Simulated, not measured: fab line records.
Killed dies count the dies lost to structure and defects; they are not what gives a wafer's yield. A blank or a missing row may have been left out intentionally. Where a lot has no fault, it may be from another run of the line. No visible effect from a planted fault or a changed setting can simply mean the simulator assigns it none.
Matching of chambers :: flow nand-harc :: NHARC_P_ZERO_WELL_DESCUM_39 on rie-diel-01 has 4 sister chambers
The step chemistry O2, time 3 s. 4 wafers are shown with their chamber, then 7 later ones without.

WAFERS, EACH WITH ITS CHAMBER
wafer: L868.2
chamber: 0
showerhead-plenum-p-Torr (Torr): 1.78

wafer: L877.3
chamber: 2
showerhead-plenum-p-Torr (Torr): 2.05

wafer: L878.3
chamber: 1
showerhead-plenum-p-Torr (Torr): 1.80

wafer: L878.4
chamber: 3
showerhead-plenum-p-Torr (Torr): 1.86

WAFERS WITH NO CHAMBER GIVEN
wafer: L878.6
showerhead-plenum-p-Torr (Torr): 1.77

wafer: L882.2
showerhead-plenum-p-Torr (Torr): 2.07

wafer: L882.5
showerhead-plenum-p-Torr (Torr): 2.04

wafer: L882.6
showerhead-plenum-p-Torr (Torr): 1.80

wafer: L884.1
showerhead-plenum-p-Torr (Torr): 1.80

wafer: L884.2
showerhead-plenum-p-Torr (Torr): 2.07

wafer: L884.5
showerhead-plenum-p-Torr (Torr): 2.07

WHICH CHAMBER EACH ONE RAN IN
wafer: L878.6
from the rows above: can't be placed: 0 or 1
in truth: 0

wafer: L882.2
from the rows above: 2
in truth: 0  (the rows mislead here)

wafer: L882.5
from the rows above: 2
in truth: 2

wafer: L882.6
from the rows above: can't be placed: 1 or 0
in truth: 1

wafer: L884.1
from the rows above: can't be placed: 1 or 0
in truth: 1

wafer: L884.2
from the rows above: 2
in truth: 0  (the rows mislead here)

wafer: L884.5
from the rows above: 2
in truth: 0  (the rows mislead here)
Placed correctly: 1 of 7. These rows do not allow placing 3 (true chamber among the candidates in 3). 3 placed wrongly.
How it was worked out, from the rows above alone: a wafer's distance from a chamber is the root of the sum, over the readings, of the square of ((its reading less the chamber's mean) divided by the reading's scatter). The wafer belongs to the nearest chamber; if the next one is less than 2 further off, it can't be placed. A chamber's mean is the mean of its shown wafers. The scatter (one wafer shown for each chamber): square how far every hidden wafer sits from the nearest shown wafer, average those squares and take the square root.
